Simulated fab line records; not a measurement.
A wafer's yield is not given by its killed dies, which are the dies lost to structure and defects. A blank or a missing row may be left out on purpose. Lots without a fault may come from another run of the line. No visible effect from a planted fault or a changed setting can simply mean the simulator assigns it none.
fab line records    flow n5Finfet
record lots=24  wafers=72  lastDay=17
route steps=1938 shown BEOL_M7@1330 BEOL_M8@1367 BEOL_M9@1416
lots that met no fault: taken from a fault-free run of the same line
startH: start of the lot's first displayed wafer, in hours after the record's first day    waitH: how many hours have passed since the lot's step before this one    " identical to the entry in the row above    L1.1+2: a single row standing in for several wafers    - no value, or no start was given    * or withheld: withheld    < > ~ a bound
route shown NAME@n: names a module that has steps shown in the file, with the first one's number in the route    usual: mean/standard deviation taken from wafers without a fault    same: alike in all rows    chamber/n: place in a boat    sites: per-site readings    _std_site: standard deviation of those values    _edge_site: inner sites' mean taken away from outer sites' mean    radiusMm: for every site, how far away it sits from the centre of the wafer    mask NAME#n: copy n    behind: the tool/chamber that last shaped the wafer    hold: why the lot was held/for how many hours/how that ended    device: the transistor (n, p or np) that didn't switch    end of line: the tests these same wafers got at the end of their route    a step given without rows: its recipe and nothing more    killed: dies that structure and defects cost at the first sort, which is not the same as the wafer's yield    map: the dies of a wafer, with x for killed, . for not killed, _ for no die there
set.NAME: the setting that was run; set.NAME@STEP: the one run at that earlier step    model.NAME: the simulator's own value behind a step, which no gauge read
route steps across a sampled set of lots; one table per step, one row per wafer
services: from which hour (startH, from the record's first day; less than 0 if before it) a tool's chamber was out of use, for how many hours, and why
## steps
# step N5_BEOL_M7_RS_MEAS_57
# recipe thkMeasGauge=four-point-probe  reads=Cu_of_BEOL_M7_ECD_50+Co_of_BEOL_M7_CVD_78+TaN_of_BEOL_M7_ALD_77
# usual M7_RS=0.291/0.0097
lot.wafer  tool          chamber  startH  waitH  M7_RS[ohm/sq]
L075.3     filmMetro-02  -        189.99  0.1    0.292
L075.4     "             -        "       "      0.298
L075.6     "             -        "       "      0.277
L074.3     filmMetro-01  -        192.09  0.1    0.294
L074.5     "             -        "       "      0.299
L074.6     "             -        "       "      0.293
L076.3     filmMetro-01  -        207.20  0.1    0.302
L076.4     "             -        "       "      0.297
L076.6     "             -        "       "      0.294
L077.2     filmMetro-02  -        211.30  0.1    0.294
L077.5     "             -        "       "      0.297
L077.6     "             -        "       "      0.289
L078.1     filmMetro-02  -        220.22  0.1    0.303
L078.3     "             -        "       "      0.301
L078.6     "             -        "       "      0.305
L080.1     filmMetro-01  -        227.17  0.1    0.271
L080.2     "             -        "       "      0.305
L080.4     "             -        "       "      0.286
L079.1     filmMetro-01  -        228.64  0.1    0.299
L079.3     "             -        "       "      0.291
L079.5     "             -        "       "      0.278
L081.2     filmMetro-02  -        233.25  0.1    0.292
L081.5     "             -        "       "      0.281
L081.6     "             -        "       "      0.297
L082.1     filmMetro-02  -        234.53  0.1    0.297
L082.2     "             -        "       "      0.290
L082.3     "             -        "       "      0.276
L083.3     filmMetro-02  -        252.12  0.1    0.293
L083.4     "             -        "       "      0.301
L083.5     "             -        "       "      0.309
L084.3     filmMetro-02  -        258.26  0.1    0.299
L084.4     "             -        "       "      0.281
L084.6     "             -        "       "      0.275
L086.2     filmMetro-02  -        259.08  0.1    0.290
L086.3     "             -        "       "      0.285
L086.5     "             -        "       "      0.282
L085.2     filmMetro-02  -        262.19  0.1    0.281
L085.4     "             -        "       "      0.305
L085.5     "             -        "       "      0.305
L087.3     filmMetro-01  -        274.69  0.1    0.274
L087.4     "             -        "       "      0.287
L087.5     "             -        "       "      0.309
L090.2     filmMetro-02  -        288.70  0.1    0.300
L090.5     "             -        "       "      0.299
L090.6     "             -        "       "      0.294
L088.1     filmMetro-01  -        288.89  0.1    0.291
L088.3     "             -        "       "      0.282
L088.5     "             -        "       "      0.278
L089.1     filmMetro-02  -        289.66  0.1    0.299
L089.5     "             -        "       "      0.296
L089.6     "             -        "       "      0.297
L091.1     filmMetro-01  -        302.89  0.1    0.277
L091.2     "             -        "       "      0.281
L091.6     "             -        "       "      0.289
L092.1     filmMetro-02  -        306.33  0.1    0.299
L092.3     "             -        "       "      0.285
L092.4     "             -        "       "      0.294
L093.2     filmMetro-01  -        308.40  0.1    0.299
L093.4     "             -        "       "      0.291
L093.5     "             -        "       "      0.293
L094.1     filmMetro-01  -        313.66  0.1    0.296
L094.2     "             -        "       "      0.293
L094.3     "             -        "       "      0.295
L095.2     filmMetro-01  -        318.59  0.1    0.293
L095.3     "             -        "       "      0.279
L095.5     "             -        "       "      0.267
L096.2     filmMetro-01  -        327.62  0.1    0.292
L096.4     "             -        "       "      0.294
L096.5     "             -        "       "      0.282
L097.1     filmMetro-01  -        331.24  0.1    0.292
L097.3     "             -        "       "      0.295
L097.5     "             -        "       "      0.284
# step N5_BEOL_M8_INSPECT_30
# recipe mode=adi  inspectInstrument=brightfield
# usual rawDefectCount=434/100
lot.wafer  tool              chamber  startH  waitH  rawDefectCount
L075.3     defectInspect-02  -        194.63  0.0    653
L075.4     "                 -        "       "      438
L075.6     "                 -        "       "      411
L074.3     defectInspect-02  -        194.67  0.0    331
L074.5     "                 -        "       "      317
L074.6     "                 -        "       "      392
L076.3     defectInspect-02  -        210.73  0.0    419
L076.4     "                 -        "       "      521
L076.6     "                 -        "       "      570
L077.2     defectInspect-01  -        217.54  0.0    403
L077.5     "                 -        "       "      491
L077.6     "                 -        "       "      580
L078.1     defectInspect-02  -        223.13  0.1    375
L078.3     "                 -        "       "      405
L078.6     "                 -        "       "      309
L080.1     defectInspect-01  -        231.97  0.1    443
L080.2     "                 -        "       "      387
L080.4     "                 -        "       "      425
L079.1     defectInspect-01  -        232.01  0.1    546
L079.3     "                 -        "       "      535
L079.5     "                 -        "       "      402
L082.1     defectInspect-02  -        239.09  0.1    452
L082.2     "                 -        "       "      458
L082.3     "                 -        "       "      348
L081.2     defectInspect-02  -        239.33  0.0    290
L081.5     "                 -        "       "      371
L081.6     "                 -        "       "      337
L083.3     defectInspect-02  -        255.91  0.0    511
L083.4     "                 -        "       "      429
L083.5     "                 -        "       "      433
L084.3     defectInspect-02  -        262.88  0.0    382
L084.4     "                 -        "       "      366
L084.6     "                 -        "       "      294
L086.2     defectInspect-02  -        262.92  0.0    374
L086.3     "                 -        "       "      353
L086.5     "                 -        "       "      389
L085.2     defectInspect-02  -        268.52  0.0    297
L085.4     "                 -        "       "      434
L085.5     "                 -        "       "      358
L087.3     defectInspect-01  -        277.72  0.0    440
L087.4     "                 -        "       "      504
L087.5     "                 -        "       "      505
L090.2     defectInspect-02  -        291.21  0.0    367
L090.5     "                 -        "       "      427
L090.6     "                 -        "       "      337
L088.1     defectInspect-02  -        291.29  0.1    431
L088.3     "                 -        "       "      496
L088.5     "                 -        "       "      643
L089.1     defectInspect-01  -        293.78  0.1    446
L089.5     "                 -        "       "      910
L089.6     "                 -        "       "      439
L091.1     defectInspect-01  -        306.46  0.1    304
L091.2     "                 -        "       "      556
L091.6     "                 -        "       "      401
L092.1     defectInspect-01  -        310.55  0.1    435
L092.3     "                 -        "       "      450
L092.4     "                 -        "       "      454
L093.2     defectInspect-02  -        313.84  0.0    381
L093.4     "                 -        "       "      325
L093.5     "                 -        "       "      335
L094.1     defectInspect-01  -        320.42  0.1    389
L094.2     "                 -        "       "      415
L094.3     "                 -        "       "      533
L095.2     defectInspect-02  -        324.03  0.0    450
L095.3     "                 -        "       "      384
L095.5     "                 -        "       "      346
L096.2     defectInspect-01  -        332.65  0.0    378
L096.4     "                 -        "       "      376
L096.5     "                 -        "       "      315
L097.1     defectInspect-01  -        334.84  0.1    371
L097.3     "                 -        "       "      608
L097.5     "                 -        "       "      576
# step N5_BEOL_M8_DEGAS_44
# recipe ambient=vacuum  tempC=250  timeS=60
# usual heaterPowerW=319/20
lot.wafer  tool           chamber  startH  waitH  heaterPowerW
L075.3     pvdSputter-01  -        195.64  0.2    327
L075.4     "              -        "       "      321
L075.6     "              -        "       "      302
L074.3     pvdSputter-01  -        196.16  0.2    334
L074.5     "              -        "       "      320
L074.6     "              -        "       "      323
L076.3     pvdSputter-01  -        212.99  1.2    329
L076.4     "              -        "       "      328
L076.6     "              -        "       "      300
L077.2     pvdSputter-02  -        218.58  0.3    330
L077.5     "              -        "       "      285
L077.6     "              -        "       "      316
L078.1     pvdSputter-01  -        224.37  0.3    331
L078.3     "              -        "       "      329
L078.6     "              -        "       "      311
L080.1     pvdSputter-03  -        233.17  0.4    324
L080.2     "              -        "       "      292
L080.4     "              -        "       "      338
L079.1     pvdSputter-02  -        235.84  2.6    290
L079.3     "              -        "       "      286
L079.5     "              -        "       "      292
L082.1     pvdSputter-01  -        240.07  0.3    331
L082.2     "              -        "       "      319
L082.3     "              -        "       "      324
L081.2     pvdSputter-03  -        240.52  0.3    317
L081.5     "              -        "       "      345
L081.6     "              -        "       "      334
L083.3     pvdSputter-03  -        256.93  0.2    327
L083.4     "              -        "       "      365
L083.5     "              -        "       "      289
L084.3     pvdSputter-02  -        263.86  0.2    313
L084.4     "              -        "       "      327
L084.6     "              -        "       "      324
L086.2     pvdSputter-01  -        264.00  0.2    332
L086.3     "              -        "       "      332
L086.5     "              -        "       "      326
L085.2     pvdSputter-01  -        269.82  0.5    332
L085.4     "              -        "       "      321
L085.5     "              -        "       "      329
L087.3     pvdSputter-01  -        278.80  0.3    329
L087.4     "              -        "       "      326
L087.5     "              -        "       "      324
L090.2     pvdSputter-02  -        292.34  0.4    280
L090.5     "              -        "       "      322
L090.6     "              -        "       "      290
L088.1     pvdSputter-01  -        292.49  0.3    334
L088.3     "              -        "       "      323
L088.5     "              -        "       "      311
L089.1     pvdSputter-03  -        295.18  0.7    340
L089.5     "              -        "       "      346
L089.6     "              -        "       "      362
L091.1     pvdSputter-03  -        307.74  0.4    347
L091.2     "              -        "       "      365
L091.6     "              -        "       "      364
L092.1     pvdSputter-01  -        311.87  0.6    324
L092.3     "              -        "       "      326
L092.4     "              -        "       "      305
L093.2     pvdSputter-01  -        315.99  1.3    329
L093.4     "              -        "       "      312
L093.5     "              -        "       "      305
L094.1     pvdSputter-03  -        321.68  0.5    321
L094.2     "              -        "       "      346
L094.3     "              -        "       "      376
L095.2     pvdSputter-02  -        326.37  0.7    320
L095.3     "              -        "       "      283
L095.5     "              -        "       "      293
L096.2     pvdSputter-01  -        334.12  0.5    335
L096.4     "              -        "       "      303
L096.5     "              -        "       "      300
L097.1     pvdSputter-01  -        335.83  0.3    325
L097.3     "              -        "       "      301
L097.5     "              -        "       "      325
# step N5_BEOL_M8_PRE_CLEAN_45
# recipe gas=H2/He  timeS=30  tempC=250
# usual heaterPowerW=320/21
lot.wafer  tool           chamber  startH  waitH  heaterPowerW
L075.3     pvdSputter-01  -        195.68  0.0    326
L075.4     "              -        "       "      326
L075.6     "              -        "       "      297
L074.3     pvdSputter-01  -        196.20  0.0    331
L074.5     "              -        "       "      327
L074.6     "              -        "       "      321
L076.3     pvdSputter-01  -        213.03  0.0    334
L076.4     "              -        "       "      330
L076.6     "              -        "       "      308
L077.2     pvdSputter-02  -        218.62  0.0    332
L077.5     "              -        "       "      287
L077.6     "              -        "       "      316
L078.1     pvdSputter-01  -        224.41  0.0    331
L078.3     "              -        "       "      324
L078.6     "              -        "       "      302
L080.1     pvdSputter-03  -        233.21  0.0    328
L080.2     "              -        "       "      298
L080.4     "              -        "       "      339
L079.1     pvdSputter-02  -        235.88  0.0    281
L079.3     "              -        "       "      294
L079.5     "              -        "       "      292
L082.1     pvdSputter-01  -        240.11  0.0    326
L082.2     "              -        "       "      316
L082.3     "              -        "       "      325
L081.2     pvdSputter-03  -        240.56  0.0    332
L081.5     "              -        "       "      340
L081.6     "              -        "       "      323
L083.3     pvdSputter-03  -        256.97  0.0    326
L083.4     "              -        "       "      364
L083.5     "              -        "       "      287
L084.3     pvdSputter-02  -        263.90  0.0    317
L084.4     "              -        "       "      325
L084.6     "              -        "       "      320
L086.2     pvdSputter-01  -        264.04  0.0    323
L086.3     "              -        "       "      323
L086.5     "              -        "       "      331
L085.2     pvdSputter-01  -        269.86  0.0    328
L085.4     "              -        "       "      319
L085.5     "              -        "       "      335
L087.3     pvdSputter-01  -        278.84  0.0    339
L087.4     "              -        "       "      326
L087.5     "              -        "       "      325
L090.2     pvdSputter-02  -        292.38  0.0    283
L090.5     "              -        "       "      327
L090.6     "              -        "       "      290
L088.1     pvdSputter-01  -        292.53  0.0    329
L088.3     "              -        "       "      320
L088.5     "              -        "       "      333
L089.1     pvdSputter-03  -        295.22  0.0    350
L089.5     "              -        "       "      336
L089.6     "              -        "       "      374
L091.1     pvdSputter-03  -        307.78  0.0    345
L091.2     "              -        "       "      372
L091.6     "              -        "       "      372
L092.1     pvdSputter-01  -        311.91  0.0    326
L092.3     "              -        "       "      327
L092.4     "              -        "       "      301
L093.2     pvdSputter-01  -        316.03  0.0    322
L093.4     "              -        "       "      329
L093.5     "              -        "       "      310
L094.1     pvdSputter-03  -        321.72  0.0    315
L094.2     "              -        "       "      345
L094.3     "              -        "       "      369
L095.2     pvdSputter-02  -        326.41  0.0    322
L095.3     "              -        "       "      289
L095.5     "              -        "       "      291
L096.2     pvdSputter-01  -        334.16  0.0    328
L096.4     "              -        "       "      307
L096.5     "              -        "       "      301
L097.1     pvdSputter-01  -        337.11  1.3    329
L097.3     "              -        "       "      309
L097.5     "              -        "       "      316
# step N5_BEOL_M9_INSPECT_13
# recipe mode=adi  inspectInstrument=brightfield
# usual rawDefectCount=438/86
lot.wafer  tool              chamber  startH  waitH  rawDefectCount
L075.3     defectInspect-02  -        201.55  0.0    600
L075.4     "                 -        "       "      523
L075.6     "                 -        "       "      395
L074.3     defectInspect-01  -        201.80  0.0    564
L074.5     "                 -        "       "      349
L074.6     "                 -        "       "      395
L076.3     defectInspect-01  -        218.67  0.0    559
L076.4     "                 -        "       "      486
L076.6     "                 -        "       "      402
L077.2     defectInspect-01  -        224.12  0.0    396
L077.5     "                 -        "       "      423
L077.6     "                 -        "       "      605
L078.1     defectInspect-02  -        229.67  0.0    325
L078.3     "                 -        "       "      326
L078.6     "                 -        "       "      330
L080.1     defectInspect-01  -        236.83  0.0    634
L080.2     "                 -        "       "      453
L080.4     "                 -        "       "      396
L079.1     defectInspect-02  -        240.20  0.0    543
L079.3     "                 -        "       "      571
L079.5     "                 -        "       "      474
L082.1     defectInspect-01  -        244.17  0.0    452
L082.2     "                 -        "       "      381
L082.3     "                 -        "       "      407
L081.2     defectInspect-02  -        245.95  0.0    390
L081.5     "                 -        "       "      455
L081.6     "                 -        "       "      542
L083.3     defectInspect-02  -        260.80  0.0    454
L083.4     "                 -        "       "      300
L083.5     "                 -        "       "      360
L084.3     defectInspect-01  -        270.17  0.0    380
L084.4     "                 -        "       "      341
L084.6     "                 -        "       "      408
L086.2     defectInspect-01  -        270.34  0.0    424
L086.3     "                 -        "       "      484
L086.5     "                 -        "       "      430
L085.2     defectInspect-02  -        273.80  0.0    403
L085.4     "                 -        "       "      596
L085.5     "                 -        "       "      392
L087.3     defectInspect-01  -        283.15  0.0    499
L087.4     "                 -        "       "      397
L087.5     "                 -        "       "      498
L090.2     defectInspect-01  -        295.81  0.0    353
L090.5     "                 -        "       "      382
L090.6     "                 -        "       "      559
L088.1     defectInspect-01  -        296.75  0.0    424
L088.3     "                 -        "       "      395
L088.5     "                 -        "       "      518
L089.1     defectInspect-01  -        300.25  0.0    538
L089.5     "                 -        "       "      445
L089.6     "                 -        "       "      504
L091.1     defectInspect-01  -        312.27  0.0    371
L091.2     "                 -        "       "      277
L091.6     "                 -        "       "      305
L092.1     defectInspect-02  -        316.84  0.0    460
L092.3     "                 -        "       "      533
L092.4     "                 -        "       "      435
L093.2     defectInspect-01  -        321.46  0.0    368
L093.4     "                 -        "       "      328
L093.5     "                 -        "       "      494
L094.1     defectInspect-02  -        325.71  0.0    365
L094.2     "                 -        "       "      412
L094.3     "                 -        "       "      349
L095.2     defectInspect-01  -        330.45  0.0    462
L095.3     "                 -        "       "      533
L095.5     "                 -        "       "      381
L096.2     defectInspect-01  -        339.14  0.0    508
L096.4     "                 -        "       "      582
L096.5     "                 -        "       "      399
L097.1     defectInspect-02  -        340.53  0.0    493
L097.3     "                 -        "       "      415
L097.5     "                 -        "       "      367
# step N5_BEOL_M9_STRIP_67
# recipe chemistry=CF4  resist=SiARC  powerW=300  biasPowerW=75  pressureMtorr=50  cf4FlowSccm=150  rfFrequencyHz=6e+07
# usual drypumpMotorCurrentA=5.7/0.35  oesProductAu=0.76/0.082  rfVppV=271.1/1.5  showerheadPlenumPTorr=1.79/0.05  throttleValvePct=13.70/0.23
lot.wafer  tool        chamber  startH  waitH  drypumpMotorCurrentA  oesProductAu  rfHoursCounterH  rfVppV  showerheadPlenumPTorr  throttleValvePct
L075.3     rieDiel-03  2        201.81  0.0    5.5                   0.74          174              270.1   1.73                   13.90
L075.4     "           1        "       "      5.7                   0.74          189              271.3   1.79                   13.74
L075.6     "           0        "       "      5.6                   0.72          -                272.6   1.85                   13.80
L074.3     rieDiel-01  2        202.09  0.0    6.3                   0.73          171              271.7   1.78                   13.73
L074.5     "           3        "       "      5.8                   0.73          -                269.7   1.72                   13.65
L074.6     "           2        "       "      6.2                   0.74          -                271.0   1.78                   13.73
L076.3     rieDiel-01  3        218.94  0.0    5.8                   0.72          191              269.4   1.72                   13.67
L076.4     "           2        "       "      6.3                   0.73          -                270.0   1.78                   13.73
L076.6     "           0        "       "      5.3                   0.96          -                270.4   1.84                   13.55
L077.2     rieDiel-03  2        224.39  0.0    5.5                   0.74          181              270.6   1.73                   13.90
L077.5     "           2        "       "      5.5                   0.74          -                267.6   1.73                   13.91
L077.6     "           1        "       "      5.7                   0.74          -                272.9   1.79                   13.78
L078.1     rieDiel-04  1        229.93  0.0    6.1                   0.93          17               269.6   1.77                   13.36
L078.3     "           2        "       "      5.8                   0.71          199              270.9   1.84                   13.37
L078.6     "           1        "       "      6.0                   0.93          -                270.5   1.77                   13.35
L080.1     rieDiel-04  3        237.09  0.0    6.0                   0.70          236              268.1   1.78                   14.17
L080.2     "           2        "       "      5.7                   0.70          201              272.4   1.84                   13.39
L080.4     "           0        "       "      4.7                   0.68          221              271.5   1.69                   13.74
L079.1     rieDiel-04  3        240.53  0.0    5.9                   0.70          238              271.3   1.78                   14.15
L079.3     "           1        "       "      6.1                   0.92          20               269.6   1.77                   13.36
L079.5     "           3        "       "      5.9                   0.70          -                271.7   1.78                   14.16
L082.1     rieDiel-03  1        244.44  0.0    5.7                   0.73          201              270.6   1.79                   13.78
L082.2     "           2        "       "      5.5                   0.73          188              269.9   1.73                   13.93
L082.3     "           0        "       "      5.7                   0.72          166              272.8   1.85                   13.84
L081.2     rieDiel-01  2        246.34  0.0    6.3                   0.72          188              272.2   1.78                   13.75
L081.5     "           1        "       "      6.0                   0.86          -                271.4   1.82                   13.22
L081.6     "           0        "       "      5.3                   0.93          -                270.1   1.84                   13.56
L083.3     rieDiel-01  0        261.06  0.0    5.2                   0.92          18               272.0   1.84                   13.57
L083.4     "           2        "       "      6.2                   0.72          191              270.5   1.78                   13.77
L083.5     "           3        "       "      5.8                   0.72          -                268.0   1.72                   13.67
L084.3     rieDiel-03  3        270.44  0.0    5.2                   0.73          208              271.7   1.85                   13.91
L084.4     "           0        "       "      5.7                   0.71          174              272.6   1.85                   13.87
L084.6     "           3        "       "      5.2                   0.74          -                272.3   1.85                   13.93
L086.2     rieDiel-01  3        270.60  0.0    5.8                   0.71          207              270.1   1.72                   13.68
L086.3     "           0        "       "      5.3                   0.92          21               272.7   1.84                   13.57
L086.5     "           0        "       "      5.3                   0.91          -                273.0   1.84                   13.58
L085.2     rieDiel-01  3        274.06  0.0    5.8                   0.72          208              268.7   1.72                   13.69
L085.4     "           0        "       "      5.3                   0.92          21               271.5   1.84                   13.57
L085.5     "           1        "       "      6.0                   0.84          -                271.8   1.82                   13.23
L087.3     rieDiel-03  1        283.46  0.0    5.8                   0.72          213              270.7   1.78                   13.80
L087.4     "           0        "       "      5.7                   0.71          178              274.0   1.85                   13.86
L087.5     "           3        "       "      5.3                   0.72          -                272.5   1.85                   13.93
L090.2     rieDiel-04  1        296.07  0.0    6.0                   0.90          37               271.5   1.77                   13.39
L090.5     "           1        "       "      6.1                   0.89          -                271.1   1.77                   13.39
L090.6     "           2        "       "      5.7                   0.70          -                270.6   1.83                   13.43
L088.1     rieDiel-03  0        297.01  0.0    5.7                   0.71          182              272.5   1.85                   13.89
L088.3     "           3        "       "      5.2                   0.72          216              271.8   1.85                   13.95
L088.5     "           1        "       "      5.8                   0.72          -                268.8   1.78                   13.80
L089.1     rieDiel-03  3        300.85  0.0    5.2                   0.72          217              271.1   1.85                   13.93
L089.5     "           0        "       "      5.6                   0.70          -                272.2   1.85                   13.89
L089.6     "           1        "       "      5.8                   0.72          -                269.7   1.78                   13.84
L091.1     rieDiel-01  2        312.54  0.0    6.3                   0.70          208              269.7   1.77                   13.81
L091.2     "           1        "       "      6.0                   0.83          71               271.6   1.81                   13.27
L091.6     "           0        "       "      5.3                   0.89          -                272.1   1.84                   13.62
L092.1     rieDiel-03  0        317.44  0.0    5.7                   0.69          191              273.4   1.84                   13.88
L092.3     "           1        "       "      5.8                   0.72          226              272.3   1.78                   13.85
L092.4     "           3        "       "      5.2                   0.72          224              271.0   1.85                   13.97
L093.2     rieDiel-03  1        321.73  0.0    5.7                   0.71          227              270.6   1.78                   13.85
L093.4     "           2        "       "      5.5                   0.72          209              271.0   1.72                   13.96
L093.5     "           1        "       "      5.7                   0.71          -                271.0   1.78                   13.83
L094.1     rieDiel-04  2        325.97  0.0    5.7                   0.69          230              271.0   1.83                   13.45
L094.2     "           0        "       "      4.7                   0.66          245              268.8   1.68                   13.79
L094.3     "           1        "       "      6.1                   0.88          46               271.6   1.76                   13.42
L095.2     rieDiel-01  2        330.75  0.0    6.3                   0.70          215              271.0   1.77                   13.82
L095.3     "           3        "       "      5.8                   0.70          224              268.4   1.71                   13.72
L095.5     "           0        "       "      5.3                   0.88          -                272.6   1.83                   13.64
L096.2     rieDiel-03  1        339.40  0.0    5.7                   0.71          234              270.1   1.78                   13.85
L096.4     "           0        "       "      5.7                   0.69          -                272.2   1.84                   13.92
L096.5     "           2        "       "      5.5                   0.71          -                268.5   1.72                   13.99
L097.1     rieDiel-04  1        340.79  0.0    6.1                   0.87          51               270.5   1.76                   13.42
L097.3     "           2        "       "      5.8                   0.69          235              272.4   1.83                   13.46
L097.5     "           2        "       "      5.7                   0.68          -                272.2   1.83                   13.47
## services
tool        chamber  startH  hours  kind
rieDiel-01  0        188.11  -      clean
rieDiel-01  0        188.11  -      consumableReplace:focusRing
rieDiel-01  0        188.11  20.4   scheduledDown
rieDiel-01  0        188.11  20.4   ventCycle
rieDiel-01  1        203.57  15.6   repair
rieDiel-04  0        241.77  2.9    repair
rieDiel-03  3        243.02  4.6    repair
rieDiel-04  3        266.66  7.7    repair
rieDiel-04  3        288.44  -      clean
rieDiel-04  3        288.44  -      consumableReplace:focusRing
rieDiel-04  3        288.44  14.5   scheduledDown
rieDiel-04  3        288.44  14.5   ventCycle
rieDiel-03  2        305.25  9.0    repair
rieDiel-01  3        312.30  7.9    repair
rieDiel-01  0        314.42  5.3    repair
rieDiel-01  0        332.02  2.5    repair
rieDiel-04  0        340.23  7.5    repair
## key
fault none
